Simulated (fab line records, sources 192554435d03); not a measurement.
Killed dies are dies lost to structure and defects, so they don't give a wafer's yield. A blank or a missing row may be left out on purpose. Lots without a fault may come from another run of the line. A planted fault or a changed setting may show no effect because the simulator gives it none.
fab line records | flow n5_finfet
record lots=5 wafers=15 last_day=19
route steps=1938 shown BEOL_M7@1275
lots that met no fault: from a run of the same line without faults
start_h: hours from the record's first day to the start of the lot's first wafer shown | wait_h: hours since the lot's step before | " the same as in the row above | L1.1+2: a row that stands for several wafers | - no value, or no start given | * or withheld: withheld | < > ~ a bound
route shown NAME@n: a module of which the file shows steps, and the number in the route of the first | usual: mean/standard deviation of fault-free wafers | same: alike in all rows | chamber/n: place in a boat | sites: the reading at each site | _std_site: their standard deviation | _edge_site: outer sites' mean less inner sites' | radius_mm: how far each site lies from the wafer's centre | mask NAME#n: copy n | behind: the tool/chamber that last shaped the wafer | hold: why the lot was held/for how many hours/how that ended | device: the transistor (n, p or np) that didn't switch | end of line: the same wafers' tests at the end of the route | a step without rows: its recipe alone | killed: dies lost to structure and defects at the first sort, not the wafer's yield | map: a wafer's dies, x killed, . not, _ none there
set.NAME: the setting as run; set.NAME@STEP: as run at that earlier step | model.NAME: the simulator's own value behind a step, which no gauge read
lots at some steps of the route; a table a step, a row a wafer
services: from which hour (start_h, from the record's first day; less than 0 if before it) a tool's chamber was out of use, for how many hours, and why
## steps
# step N5_BEOL_M7_DEVELOP_10
# recipe develop_time_s=30 developer=TMAH resist=CAR-ArF rinse_liquid=diw dry=air_spin dev_temp_c=23
# columns lot.wafer tool chamber start_h wait_h
L075.2+3+5 litho_track-01 0 - -
L079.1+4+6 litho_track-04 0 - -
L088.1+2+4 litho_track-04 0 - -
L094.1+2+4 litho_track-03 0 - -
L096.1+2+6 litho_track-04 0 - -
# step N5_BEOL_M7_CD_MEAS_11
# recipe target_cd_nm=38.5 landing_energy_ev=500 detector=se_inlens polarity=opening
# usual cd_nm=38.5/0.51
# columns lot.wafer tool chamber start_h wait_h cd_nm
L075.2 cd_sem-02 0 234.41 - 38.6
L075.3 " 0 " " 38.6
L075.5 " 0 " " 38.7
L079.1 cd_sem-01 0 260.71 - 37.7
L079.4 " 0 " " 37.2
L079.6 " 0 " " 37.9
L088.1 cd_sem-02 0 331.67 - 38.5
L088.2 " 0 " " 38.3
L088.4 " 0 " " 37.8
L094.1 cd_sem-03 0 336.65 - 39.0
L094.2 " 0 " " 38.5
L094.4 " 0 " " 39.3
L096.1 cd_sem-03 0 361.12 - 38.9
L096.2 " 0 " " 38.5
L096.6 " 0 " " 38.0
# step N5_BEOL_M7_OVL_MEAS_12
# recipe points_per_wafer=44
# usual M7_OVL=-0.6/0.78
# columns lot.wafer tool chamber start_h wait_h M7_OVL[nm]
L075.2 overlay-01 0 234.44 0.0 -1.9
L075.3 " 0 " " -0.8
L075.5 " 0 " " -0.7
L079.1 overlay-02 0 260.74 0.0 -1.2
L079.4 " 0 " " -1.5
L079.6 " 0 " " -0.7
L088.1 overlay-01 0 331.70 0.0 -1.4
L088.2 " 0 " " 0.5
L088.4 " 0 " " -0.8
L094.1 overlay-01 0 336.68 0.0 -0.9
L094.2 " 0 " " -1.7
L094.4 " 0 " " -1.8
L096.1 overlay-02 0 361.15 0.0 -1.0
L096.2 " 0 " " -1.3
L096.6 " 0 " " -1.8
# step N5_BEOL_M7_INSPECT_13
# recipe mode=adi inspect_instrument=brightfield
# usual raw_defect_count=442/120
# columns lot.wafer tool chamber start_h wait_h raw_defect_count
L075.2 defect_inspect-01 - 234.46 0.0 600
L075.3 " - " " 463
L075.5 " - " " 401
L079.1 defect_inspect-02 - 260.76 0.0 612
L079.4 " - " " 601
L079.6 " - " " 422
L088.1 defect_inspect-02 - 331.73 0.0 617
L088.2 " - " " 536
L088.4 " - " " 608
L094.1 defect_inspect-01 - 336.71 0.0 438
L094.2 " - " " 279
L094.4 " - " " 405
L096.1 defect_inspect-02 - 361.17 0.0 353
L096.2 " - " " 481
L096.6 " - " " 444
# step N5_BEOL_M7_DESCUM_16
# recipe chemistry=O2 time_s=7.9 source_power_w=50 bias_power_w=20 pressure_mtorr=20 rf_frequency_hz=2.712e+07 temp_c=40 resist=CAR-ArF o2_flow_sccm=225
# usual drypump_motor_current_A=5.8/0.36 oes_product_au=0.81/0.09 rf_fwd_power_W=49.36/0.26 rf_vpp_V=243.7/1.2 showerhead_plenum_p_Torr=2.12/0.063 temp_c=40.00/0.1 throttle_valve_pct=20.45/0.21
# same time_s=7.9
# columns lot.wafer tool chamber start_h wait_h drypump_motor_current_A oes_product_au rf_fwd_power_W rf_hours_counter_h rf_vpp_V showerhead_plenum_p_Torr temp_c throttle_valve_pct
L075.2 rie_diel-01 1 234.50 0.0 5.8 0.94 49.58 4 244.6 2.16 39.94 20.50
L075.3 " 0 " " 6.3 0.84 49.34 72 243.7 2.11 39.92 20.57
L075.5 " 3 " " 5.8 0.83 49.32 - 243.8 2.11 40.01 20.41
L079.1 rie_diel-02 3 260.88 0.1 6.3 0.86 49.51 53 243.7 2.23 39.89 20.44
L079.4 " 1 " " 5.7 0.90 49.40 28 243.6 2.12 40.09 20.13
L079.6 " 0 " " 5.4 0.75 49.09 - 243.2 2.16 40.16 20.87
L088.1 rie_diel-02 3 331.76 0.0 6.2 0.85 49.50 73 245.2 2.22 40.05 20.47
L088.2 " 0 " " 5.5 0.73 49.26 209 243.4 2.15 40.04 20.91
L088.4 " 2 " " 6.2 0.99 49.25 0 242.4 2.05 39.97 20.00
L094.1 rie_diel-02 1 336.98 0.3 5.7 0.86 49.32 52 243.6 2.11 39.98 20.17
L094.2 " 2 " " 6.2 0.96 49.32 2 242.2 2.05 39.82 20.01
L094.4 " 3 " " 6.3 0.84 49.84 75 245.1 2.22 39.97 20.47
L096.1 rie_diel-05 2 361.26 0.1 5.0 0.70 48.97 231 240.5 1.99 39.78 20.44
L096.2 " 0 " " 6.1 0.96 49.62 10 242.6 2.14 40.03 20.26
L096.6 " 2 " " 5.0 0.71 48.96 - 241.4 1.99 39.84 20.45
# step N5_BEOL_M7_ETCH_61
# recipe chemistry=CF4 target=SiARC target_depth_a=455 mask_material=CAR-ArF time_s=75.8 ion_energy_ev=80 pressure_mtorr=40 source_w=545 bias_w=36 Ar_flow_sccm=100 cf4_flow_sccm=100 ends=cleared
# usual drypump_motor_current_A=5.8/0.36 etch_rf_on_time_s=75.7/1.5 oes_product_au=0.69/0.076 rf_fwd_power_W=539.3/2.7 rf_vpp_V=184.4/1.1 showerhead_plenum_p_Torr=2.17/0.056 throttle_valve_pct=15.65/0.22
# columns lot.wafer tool chamber start_h wait_h drypump_motor_current_A etch_rf_on_time_s oes_product_au rf_fwd_power_W rf_hours_counter_h rf_vpp_V showerhead_plenum_p_Torr throttle_valve_pct
L075.2 rie_diel-01 1 234.53 0.0 5.8 75.4 0.81 539.1 4 185.7 2.20 15.56
L075.3 " 0 " " 6.3 74.6 0.72 541.4 72 184.0 2.17 15.83
L075.5 " 3 " " 5.8 75.0 0.72 537.4 - 184.9 2.17 15.70
L079.1 rie_diel-02 3 260.92 0.0 6.3 73.7 0.74 541.5 53 186.7 2.25 15.44
L079.4 " 1 " " 5.7 75.1 0.76 540.4 28 185.2 2.19 15.40
L079.6 " 0 " " 5.5 78.1 0.62 538.7 - 184.6 2.21 16.06
L088.1 rie_diel-02 3 331.80 0.0 6.3 73.1 0.72 542.7 73 186.3 2.24 15.48
L088.2 " 0 " " 5.5 77.1 0.61 535.9 209 185.2 2.20 16.10
L088.4 " 2 " " 6.2 76.5 0.84 540.5 0 182.1 2.11 15.19
L094.1 rie_diel-02 1 337.01 0.0 5.7 75.6 0.72 539.9 52 184.5 2.19 15.47
L094.2 " 2 " " 6.2 77.8 0.81 539.0 2 185.1 2.11 15.19
L094.4 " 3 " " 6.3 73.6 0.72 540.5 75 185.7 2.24 15.47
L096.1 rie_diel-05 2 361.30 0.0 5.0 75.0 0.60 534.0 231 182.5 2.04 15.66
L096.2 " 0 " " 6.1 76.4 0.81 539.7 10 184.4 2.20 15.49
L096.6 " 2 " " 5.0 74.4 0.61 535.0 - 182.5 2.04 15.66
# step N5_BEOL_M7_ETCH_62
# recipe chemistry=N2/H2 target=SOC target_depth_a=1100 overetch_a=220 mask_material=SiARC temp_c=40 time_s=165 ion_energy_ev=200 pressure_mtorr=30 source_w=840 bias_w=150 n2_flow_sccm=200 h2_flow_sccm=200
# usual drypump_motor_current_A=5.8/0.36 oes_product_au=0.69/0.073 rf_fwd_power_W=837.3/2.8 rf_vpp_V=525.0/2.2 showerhead_plenum_p_Torr=2.58/0.076 temp_c=39.99/0.12 throttle_valve_pct=17.83/0.23
# same time_s=165
# columns lot.wafer tool chamber start_h wait_h drypump_motor_current_A oes_product_au rf_fwd_power_W rf_hours_counter_h rf_vpp_V showerhead_plenum_p_Torr temp_c throttle_valve_pct
L075.2 rie_diel-01 1 234.59 0.0 5.8 0.80 840.2 4 525.1 2.62 39.92 17.82
L075.3 " 0 " " 6.3 0.70 838.0 72 524.6 2.59 39.86 18.12
L075.5 " 3 " " 5.8 0.71 835.3 - 525.1 2.56 40.08 17.77
L079.1 rie_diel-02 3 260.97 0.0 6.2 0.73 839.0 53 528.3 2.69 40.15 17.81
L079.4 " 1 " " 5.7 0.75 840.6 28 525.2 2.59 39.84 17.59
L079.6 " 0 " " 5.5 0.62 834.9 - 526.2 2.63 40.10 18.28
L088.1 rie_diel-02 3 331.85 0.0 6.3 0.70 836.4 73 527.6 2.68 39.91 17.84
L088.2 " 0 " " 5.4 0.61 836.2 209 526.7 2.62 40.04 18.30
L088.4 " 2 " " 6.2 0.83 842.0 0 522.5 2.51 39.90 17.47
L094.1 rie_diel-02 1 337.07 0.0 5.7 0.72 837.7 52 525.4 2.58 39.97 17.63
L094.2 " 2 " " 6.2 0.81 841.1 2 522.9 2.51 40.25 17.46
L094.4 " 3 " " 6.2 0.71 835.1 75 527.6 2.68 40.14 17.84
L096.1 rie_diel-05 2 361.35 0.0 5.0 0.60 834.7 231 520.3 2.39 39.85 17.69
L096.2 " 0 " " 6.1 0.81 837.8 10 525.9 2.60 40.02 17.69
L096.6 " 2 " " 5.0 0.59 838.2 - 521.7 2.39 39.90 17.70
# step N5_BEOL_M7_STRIP_68
# recipe chemistry=N2/H2 temp_c=40 n2_flow_sccm=200 h2_flow_sccm=200 rf_frequency_hz=6e+07
# columns lot.wafer tool chamber start_h wait_h
L075.2+3+5 rie_diel-01 1,0,3 234.72 0.1
L079.1+4+6 rie_diel-02 3,1,0 261.11 0.1
L088.1+2+4 rie_diel-02 3,0,2 331.99 0.1
L094.1+2+4 rie_diel-02 1,2,3 337.20 0.1
L096.1+2+6 rie_diel-05 2,0,2 361.49 0.1
# step N5_BEOL_M7_STRIP_67
# recipe chemistry=CF4 resist=SiARC power_w=300 bias_power_w=75 pressure_mtorr=50 cf4_flow_sccm=150 rf_frequency_hz=6e+07
# usual drypump_motor_current_A=5.8/0.36 oes_product_au=0.81/0.086 power_w=300.0/0.88 rf_vpp_V=271.7/1.4 showerhead_plenum_p_Torr=1.82/0.048 throttle_valve_pct=13.62/0.24
# columns lot.wafer tool chamber start_h wait_h drypump_motor_current_A oes_product_au power_w rf_hours_counter_h rf_vpp_V showerhead_plenum_p_Torr throttle_valve_pct
L075.2 rie_diel-01 1 234.73 0.0 5.8 0.95 301.5 4 271.9 1.84 13.45
L075.3 " 0 " " 6.3 0.83 299.4 72 271.1 1.82 13.77
L075.5 " 3 " " 5.8 0.84 301.2 - 271.5 1.82 13.64
L079.1 rie_diel-02 3 261.12 0.0 6.3 0.86 299.5 53 273.5 1.88 13.40
L079.4 " 1 " " 5.7 0.88 301.3 28 271.7 1.83 13.31
L079.6 " 0 " " 5.5 0.74 299.2 - 273.5 1.86 14.07
L088.1 rie_diel-02 3 332.00 0.0 6.2 0.83 301.2 73 273.5 1.88 13.44
L088.2 " 0 " " 5.5 0.72 301.3 209 271.2 1.85 14.11
L088.4 " 2 " " 6.1 0.98 298.9 0 270.9 1.78 13.17
L094.1 rie_diel-02 1 337.21 0.0 5.7 0.84 300.6 52 272.8 1.83 13.38
L094.2 " 2 " " 6.2 0.96 299.2 2 270.2 1.78 13.17
L094.4 " 3 " " 6.3 0.83 299.3 75 274.1 1.88 13.47
L096.1 rie_diel-05 2 361.50 0.0 5.0 0.71 300.2 231 269.1 1.70 13.64
L096.2 " 0 " " 6.1 0.96 299.2 10 271.6 1.85 13.44
L096.6 " 2 " " 5.0 0.71 301.0 - 270.6 1.70 13.64
# step N5_BEOL_M7_HM_OPEN_17
# recipe chemistry=Cl2/BCl3 target_depth_a=200 overetch_a=60 target=TiN mask_material=SOC ion_energy_ev=150 pressure_mtorr=10 icp_w=1000 bias_w=126 Cl2_flow_sccm=53.25 bcl3_flow_sccm=21.75 Ar_flow_sccm=25
# usual drypump_motor_current_A=5.7/0.66 oes_product_au=0.68/0.083 rf_fwd_power_W=993/3.3 throttle_valve_pct=22.15/0.22
# columns lot.wafer tool chamber start_h wait_h drypump_motor_current_A oes_product_au rf_fwd_power_W rf_hours_counter_h throttle_valve_pct
L075.2 rie_metal-03 1 234.80 0.1 5.1 0.64 990 - 21.99
L075.3 " 1 " " 5.1 0.65 993 - 21.98
L075.5 " 1 " " 5.1 0.65 988 - 21.99
L079.1 rie_metal-02 0 261.16 0.0 5.7 0.71 999 22 21.83
L079.4 " 0 " " 5.7 0.72 997 - 21.84
L079.6 " 1 " " 5.9 0.56 997 - 22.28
L088.1 rie_metal-02 0 332.04 0.0 5.7 0.70 991 29 21.83
L088.2 " 0 " " 5.7 0.70 994 - 21.85
L088.4 " 0 " " 5.7 0.70 994 - 21.86
L094.1 rie_metal-02 0 337.25 0.0 5.7 0.70 1000 29 21.84
L094.2 " 1 " " 5.9 0.85 992 0 22.16
L094.4 " 0 " " 5.7 0.70 993 - 21.86
L096.1 rie_metal-02 1 361.54 0.0 5.9 0.84 991 1 22.13
L096.2 " 0 " " 5.7 0.69 990 30 21.85
L096.6 " 1 " " 5.9 0.83 991 - 22.13
# step N5_BEOL_M7_STRIP_19
# recipe chemistry=O2 power_w=400 temp_c=40 pressure_mtorr=30 rf_frequency_hz=6e+07 bias_power_w=0 overash_fraction=0.2 o2_flow_sccm=225
# usual drypump_motor_current_A=5.8/0.36 oes_product_au=0.80/0.093 rf_vpp_V=3.7/0.64 showerhead_plenum_p_Torr=2.13/0.063 temp_c=40.02/0.12 throttle_valve_pct=16.68/0.24
# columns lot.wafer tool chamber start_h wait_h drypump_motor_current_A oes_product_au rf_hours_counter_h rf_vpp_V showerhead_plenum_p_Torr temp_c throttle_valve_pct
L075.2 rie_diel-02 2 234.97 0.1 6.2 0.67 228 2.8 2.06 40.00 16.61
L075.3 " 3 " " 6.2 0.88 45 4.9 2.23 40.04 16.62
L075.5 " 0 " " 5.5 0.73 - 3.6 2.16 39.99 17.08
L079.1 rie_diel-02 1 261.27 0.1 5.7 0.89 28 3.9 2.12 40.10 16.33
L079.4 " 3 " " 6.3 0.86 53 3.8 2.23 40.02 16.60
L079.6 " 1 " " 5.7 0.89 - 4.3 2.12 39.99 16.31
L088.1 rie_diel-02 0 332.38 0.3 5.5 0.72 210 3.9 2.15 40.16 17.13
L088.2 " 3 " " 6.3 0.84 74 3.6 2.22 40.09 16.66
L088.4 " 2 " " 6.2 0.97 0 4.0 2.06 40.08 16.22
L094.1 rie_diel-05 2 337.53 0.2 5.0 0.71 224 4.6 1.99 40.02 16.71
L094.2 " 0 " " 6.1 0.99 3 3.3 2.15 40.06 16.45
L094.4 " 1 " " 6.0 0.72 186 3.6 2.07 40.37 16.75
L096.1 rie_diel-02 1 361.67 0.1 5.7 0.84 58 4.6 2.11 40.27 16.40
L096.2 " 3 " " 6.2 0.83 82 4.2 2.22 39.88 16.67
L096.6 " 0 " " 5.4 0.71 - 3.9 2.15 40.07 17.17
# step N5_BEOL_M7_CD_MEAS_18
# recipe pitch_nm=80 target_cd_nm=40
# usual cd_nm=40.0/0.59
# columns lot.wafer tool chamber start_h wait_h cd_nm
L075.2 cd_sem-01 - 235.05 0.1 40.7
L075.3 " - " " 40.5
L075.5 " - " " 40.1
L079.1 cd_sem-02 - 261.34 0.0 40.1
L079.4 " - " " 38.6
L079.6 " - " " 40.1
L088.1 cd_sem-02 - 332.45 0.0 39.8
L088.2 " - " " 40.0
L088.4 " - " " 39.3
L094.1 cd_sem-02 - 337.60 0.0 39.4
L094.2 " - " " 40.4
L094.4 " - " " 40.2
L096.1 cd_sem-03 - 361.74 0.0 40.7
L096.2 " - " " 40.0
L096.6 " - " " 39.6
# step N5_BEOL_M7_COAT_63
# recipe resist=SOC temp_c=250 time_s=60 spin_rpm=1500 resist_thk_nm=60
# same time_s=60
# columns lot.wafer tool chamber start_h wait_h
L075.2+3+5 litho_track-03 0 235.24 0.2
L079.1+4+6 litho_track-01 0 261.40 0.1
L088.1+2+4 litho_track-03 0 334.80 2.3
L094.1+2+4 litho_track-03 0 339.20 1.6
L096.1+2+6 litho_track-01 0 364.62 2.9
# step N5_BEOL_M7_COAT_64
# recipe resist=SiARC temp_c=220 time_s=60 spin_rpm=1500 resist_thk_nm=12
# same time_s=60
# columns lot.wafer tool chamber start_h wait_h
L075.2+3+5 litho_track-03 0 - -
L079.1+4+6 litho_track-01 0 - -
L088.1+2+4 litho_track-03 0 - -
L094.1+2+4 litho_track-03 0 - -
L096.1+2+6 litho_track-01 0 - -
# step N5_BEOL_M7_COAT_71
# recipe resist=underlayer temp_c=205 time_s=60 spin_rpm=1500 resist_thk_nm=5
# same time_s=60
# columns lot.wafer tool chamber start_h wait_h
L075.2+3+5 litho_track-03 0 - -
L079.1+4+6 litho_track-01 0 - -
L088.1+2+4 litho_track-03 0 - -
L094.1+2+4 litho_track-03 0 - -
L096.1+2+6 litho_track-01 0 - -
# step N5_BEOL_M7_COAT_22
# recipe resist=CAR-EUV spin_rpm=1500 resist_thk_nm=30
# columns lot.wafer tool chamber start_h wait_h
L075.2+3+5 litho_track-03 0 - -
L079.1+4+6 litho_track-01 0 - -
L088.1+2+4 litho_track-03 0 - -
L094.1+2+4 litho_track-03 0 - -
L096.1+2+6 litho_track-01 0 - -
# step N5_BEOL_M7_EBR_24
# recipe solvent=PGMEA ebr_width_mm=1.5
# columns lot.wafer tool chamber start_h wait_h
L075.2+3+5 litho_track-03 0 - -
L079.1+4+6 litho_track-01 0 - -
L088.1+2+4 litho_track-03 0 - -
L094.1+2+4 litho_track-03 0 - -
L096.1+2+6 litho_track-01 0 - -
# step N5_BEOL_M7_SOFTBAKE_23
# recipe temp_c=110 time_s=60 resist=CAR-EUV
# same time_s=60
# columns lot.wafer tool chamber start_h wait_h
L075.2+3+5 litho_track-03 0 - -
L079.1+4+6 litho_track-01 0 - -
L088.1+2+4 litho_track-03 0 - -
L094.1+2+4 litho_track-03 0 - -
L096.1+2+6 litho_track-01 0 - -
# step N5_BEOL_M7_EXPOSE_25
# recipe mask_id=V6 na=0.33 source_shape=annular sigma_inner=0.4 sigma_outer=0.8 polarization=unpolarized target_cd_nm=40 dose_mj=42.5
# usual focus_offset_nm=0.0/0.54
# columns lot.wafer tool chamber start_h wait_h mask focus_offset_nm
L075.2 euv_scanner-02 0 235.51 - V6#0 -0.4
L075.3 " 0 " " V6#0 -0.8
L075.5 " 0 " " V6#0 -0.3
L079.1 euv_scanner-01 0 261.67 - V6#0 0.7
L079.4 " 0 " " V6#0 0.6
L079.6 " 0 " " V6#0 0.1
L088.1 euv_scanner-02 0 334.94 - V6#0 0.2
L088.2 " 0 " " V6#0 -0.5
L088.4 " 0 " " V6#0 -0.5
L094.1 euv_scanner-01 0 339.34 - V6#0 -0.5
L094.2 " 0 " " V6#0 0.5
L094.4 " 0 " " V6#0 0.4
L096.1 euv_scanner-02 0 364.88 - V6#0 0.5
L096.2 " 0 " " V6#0 0.7
L096.6 " 0 " " V6#0 -0.1
# step N5_BEOL_M7_PEB_26
# recipe peb_temp_c=100 peb_time_s=60 resist=CAR-EUV
# columns lot.wafer tool chamber start_h wait_h
L075.2+3+5 litho_track-01 0 235.57 0.1
L079.1+4+6 litho_track-01 0 261.73 0.1
L088.1+2+4 litho_track-03 0 335.01 0.1
L094.1+2+4 litho_track-03 0 339.40 0.1
L096.1+2+6 litho_track-04 0 364.95 0.1
# step N5_BEOL_M7_DEVELOP_27
# recipe develop_time_s=30 developer=TMAH resist=CAR-EUV rinse_liquid=surfactant_rinse dry=air_spin dev_temp_c=23
# columns lot.wafer tool chamber start_h wait_h
L075.2+3+5 litho_track-01 0 - -
L079.1+4+6 litho_track-01 0 - -
L088.1+2+4 litho_track-03 0 - -
L094.1+2+4 litho_track-03 0 - -
L096.1+2+6 litho_track-04 0 - -
# step N5_BEOL_M7_CD_MEAS_28
# recipe target_cd_nm=40 landing_energy_ev=500 detector=se_inlens
# usual cd_nm=39.99/0.23
# columns lot.wafer tool chamber start_h wait_h cd_nm
L075.2 cd_sem-02 0 235.63 - 40.20
L075.3 " 0 " " 40.11
L075.5 " 0 " " 40.33
L079.1 cd_sem-03 0 261.80 - 40.29
L079.4 " 0 " " 39.97
L079.6 " 0 " " 40.21
L088.1 cd_sem-01 0 335.07 - 40.07
L088.2 " 0 " " 39.87
L088.4 " 0 " " 40.10
L094.1 cd_sem-02 0 339.47 - 40.08
L094.2 " 0 " " 40.18
L094.4 " 0 " " 39.94
L096.1 cd_sem-01 0 365.01 - 40.20
L096.2 " 0 " " 40.02
L096.6 " 0 " " 39.64
# step N5_BEOL_M7_OVL_MEAS_29
# recipe points_per_wafer=522
# usual V6_OVL=-0.1/0.74
# columns lot.wafer tool chamber start_h wait_h V6_OVL[nm]
L075.2 overlay-02 0 235.67 0.0 -0.4
L075.3 " 0 " " -1.0
L075.5 " 0 " " -0.7
L079.1 overlay-02 0 261.83 0.0 -0.5
L079.4 " 0 " " -0.5
L079.6 " 0 " " 0.0
L088.1 overlay-02 0 335.10 0.0 0.6
L088.2 " 0 " " 0.7
L088.4 " 0 " " 0.8
L094.1 overlay-02 0 339.50 0.0 0.2
L094.2 " 0 " " 1.4
L094.4 " 0 " " 0.4
L096.1 overlay-02 0 365.05 0.0 0.0
L096.2 " 0 " " -0.3
L096.6 " 0 " " -1.4
# step N5_BEOL_M7_INSPECT_30
# recipe mode=adi inspect_instrument=brightfield
# usual raw_defect_count=455/130
# columns lot.wafer tool chamber start_h wait_h raw_defect_count
L075.2 defect_inspect-02 - 235.72 0.0 763
L075.3 " - " " 598
L075.5 " - " " 530
L079.1 defect_inspect-02 - 261.89 0.1 578
L079.4 " - " " 617
L079.6 " - " " 428
L088.1 defect_inspect-01 - 335.16 0.1 468
L088.2 " - " " 429
L088.4 " - " " 500
L094.1 defect_inspect-01 - 339.56 0.1 451
L094.2 " - " " 284
L094.4 " - " " 422
L096.1 defect_inspect-01 - 365.10 0.1 267
L096.2 " - " " 399
L096.6 " - " " 362
# step N5_BEOL_M7_DESCUM_33
# recipe chemistry=O2 time_s=7 source_power_w=50 bias_power_w=20 pressure_mtorr=20 rf_frequency_hz=2.712e+07 temp_c=40 resist=CAR-EUV o2_flow_sccm=225
# usual drypump_motor_current_A=5.8/0.37 oes_product_au=0.81/0.099 rf_fwd_power_W=49.35/0.28 rf_vpp_V=243.5/1.3 showerhead_plenum_p_Torr=2.12/0.065 temp_c=39.98/0.11 throttle_valve_pct=20.43/0.22
# same time_s=7
# columns lot.wafer tool chamber start_h wait_h drypump_motor_current_A oes_product_au rf_fwd_power_W rf_hours_counter_h rf_vpp_V showerhead_plenum_p_Torr temp_c throttle_valve_pct
L075.2 rie_diel-02 3 235.88 0.2 6.3 0.88 49.55 45 244.3 2.23 40.13 20.41
L075.3 " 0 " " 5.5 0.73 49.35 181 245.6 2.16 39.81 20.88
L075.5 " 3 " " 6.3 0.87 49.51 - 244.4 2.23 40.10 20.41
L079.1 rie_diel-05 2 261.92 0.0 5.0 0.72 48.88 199 241.8 2.00 40.04 20.38
L079.4 " 1 " " 6.0 0.74 49.56 - 243.6 2.08 40.11 20.41
L079.6 " 2 " " 5.0 0.73 48.93 - 241.7 2.00 40.03 20.37
L088.1 rie_diel-05 1 335.20 0.0 6.0 0.72 49.30 185 243.9 2.07 40.00 20.45
L088.2 " 3 " " 5.7 0.89 49.39 24 243.8 2.14 39.89 20.38
L088.4 " 0 " " 6.1 1.00 49.69 1 242.1 2.14 40.08 20.22
L094.1 rie_diel-01 3 339.60 0.0 5.8 0.80 49.48 105 244.0 2.10 39.99 20.46
L094.2 " 1 " " 5.8 0.86 49.63 37 243.5 2.15 40.02 20.56
L094.4 " 0 " " 6.3 0.80 49.57 103 242.6 2.09 40.13 20.59
L096.1 rie_diel-02 2 365.14 0.0 6.2 0.93 49.55 9 242.9 2.05 40.11 20.04
L096.2 " 1 " " 5.7 0.85 49.22 58 242.9 2.11 40.05 20.18
L096.6 " 2 " " 6.1 0.93 49.42 - 242.4 2.05 40.00 20.02
# step N5_BEOL_M7_ETCH_72
# recipe chemistry=N2/H2 target=underlayer target_depth_a=65 mask_material=CAR-EUV time_s=5.2 ion_energy_ev=200 pressure_mtorr=30 source_w=840 bias_w=150 n2_flow_sccm=200 h2_flow_sccm=200 ends=cleared
# usual drypump_motor_current_A=5.8/0.37 etch_rf_on_time_s=5.21/0.13 oes_product_au=0.69/0.084 rf_fwd_power_W=819.4/2.4 rf_vpp_V=524.8/2.5 showerhead_plenum_p_Torr=2.57/0.08 throttle_valve_pct=17.85/0.23
# columns lot.wafer tool chamber start_h wait_h drypump_motor_current_A etch_rf_on_time_s oes_product_au rf_fwd_power_W rf_hours_counter_h rf_vpp_V showerhead_plenum_p_Torr throttle_valve_pct
L075.2 rie_diel-02 3 235.91 0.0 6.2 5.05 0.75 822.6 45 527.2 2.70 17.80
L075.3 " 0 " " 5.5 5.49 0.61 818.2 181 525.2 2.63 18.30
L075.5 " 3 " " 6.3 5.10 0.76 823.4 - 529.4 2.70 17.81
L079.1 rie_diel-05 2 261.96 0.0 5.0 5.03 0.62 818.7 199 521.5 2.40 17.65
L079.4 " 1 " " 6.0 5.10 0.65 816.9 - 522.8 2.52 17.80
L079.6 " 2 " " 5.0 5.05 0.62 819.7 - 520.7 2.40 17.68
L088.1 rie_diel-05 1 335.23 0.0 6.0 5.25 0.62 819.9 185 520.9 2.51 17.82
L088.2 " 3 " " 5.8 5.18 0.77 822.0 24 526.8 2.58 17.68
L088.4 " 0 " " 6.1 5.32 0.85 821.1 1 523.1 2.60 17.74
L094.1 rie_diel-01 3 339.63 0.0 5.9 5.19 0.69 818.4 105 524.8 2.55 17.82
L094.2 " 1 " " 5.8 5.26 0.74 821.7 37 526.2 2.61 17.93
L094.4 " 0 " " 6.3 5.22 0.69 819.5 103 525.1 2.58 18.18
L096.1 rie_diel-02 2 365.17 0.0 6.2 5.24 0.79 816.2 9 521.8 2.51 17.50
L096.2 " 1 " " 5.7 5.12 0.72 824.9 58 527.6 2.58 17.66
L096.6 " 2 " " 6.2 5.27 0.77 821.2 - 522.0 2.51 17.49
# step N5_BEOL_M7_ETCH_65
# recipe chemistry=CF4 target=SiARC target_depth_a=156 mask_material=CAR-EUV time_s=26 ion_energy_ev=80 pressure_mtorr=40 source_w=545 bias_w=36 Ar_flow_sccm=100 cf4_flow_sccm=100 ends=cleared
# usual drypump_motor_current_A=5.8/0.37 etch_rf_on_time_s=26.1/0.52 oes_product_au=0.69/0.084 rf_fwd_power_W=532.7/2.1 rf_vpp_V=184.4/1.1 showerhead_plenum_p_Torr=2.17/0.059 throttle_valve_pct=15.63/0.23
# columns lot.wafer tool chamber start_h wait_h drypump_motor_current_A etch_rf_on_time_s oes_product_au rf_fwd_power_W rf_hours_counter_h rf_vpp_V showerhead_plenum_p_Torr throttle_valve_pct
L075.2 rie_diel-02 3 235.93 0.0 6.2 25.5 0.75 532.9 45 185.5 2.25 15.41
L075.3 " 0 " " 5.5 27.0 0.62 529.8 181 186.6 2.21 16.06
L075.5 " 3 " " 6.3 25.3 0.75 532.5 - 185.4 2.25 15.41
L079.1 rie_diel-05 2 261.97 0.0 5.0 25.8 0.62 533.2 199 181.9 2.05 15.60
L079.4 " 1 " " 6.0 26.1 0.63 535.0 - 183.5 2.13 15.68
L079.6 " 2 " " 5.0 25.9 0.62 532.9 - 180.9 2.05 15.59
L088.1 rie_diel-05 1 335.25 0.0 6.0 26.3 0.62 533.5 185 185.0 2.13 15.73
L088.2 " 3 " " 5.8 25.8 0.77 531.6 24 184.6 2.18 15.50
L088.4 " 0 " " 6.1 26.5 0.85 531.6 1 184.5 2.21 15.46
L094.1 rie_diel-01 3 339.65 0.0 5.8 26.1 0.69 532.2 105 184.5 2.16 15.74
L094.2 " 1 " " 5.8 26.3 0.75 535.0 37 185.1 2.19 15.63
L094.4 " 0 " " 6.3 26.3 0.68 532.5 103 184.4 2.16 15.89
L096.1 rie_diel-02 2 365.19 0.0 6.2 26.5 0.79 532.5 9 183.2 2.11 15.20
L096.2 " 1 " " 5.7 25.9 0.71 531.5 58 183.3 2.18 15.45
L096.6 " 2 " " 6.2 26.3 0.79 532.7 - 183.5 2.11 15.20
## services
# columns tool chamber start_h hours kind
euv_scanner-02 - 217.96 1.0 pm
rie_diel-05 0 227.75 9.5 repair
euv_scanner-02 - 231.02 0.7 repair
euv_scanner-01 - 245.13 0.6 repair
rie_diel-01 3 252.29 4.1 repair
euv_scanner-01 - 256.58 1.0 pm
rie_diel-02 - 263.90 1.7 repair
rie_metal-03 - 264.87 4.7 repair
euv_scanner-02 - 274.11 1.0 pm
euv_scanner-01 - 274.20 0.8 repair
litho_track-01 - 281.34 - consumable_replace:filter
euv_scanner-01 - 294.33 4.6 pm
euv_scanner-02 - 302.26 4.6 pm
rie_metal-03 1 308.86 17.4 repair
rie_diel-01 0 309.55 5.6 repair
euv_scanner-01 - 312.73 1.0 pm
rie_diel-02 2 313.40 - clean
rie_diel-02 2 313.40 - consumable_replace:focus_ring
rie_diel-02 2 313.40 18.2 scheduled_down
rie_diel-02 2 313.40 18.2 vent_cycle
euv_scanner-01 - 318.67 0.9 repair
rie_diel-01 - 320.61 2.8 pm
euv_scanner-02 - 330.26 1.0 pm
euv_scanner-01 - 349.10 0.2 repair
## key
fault none
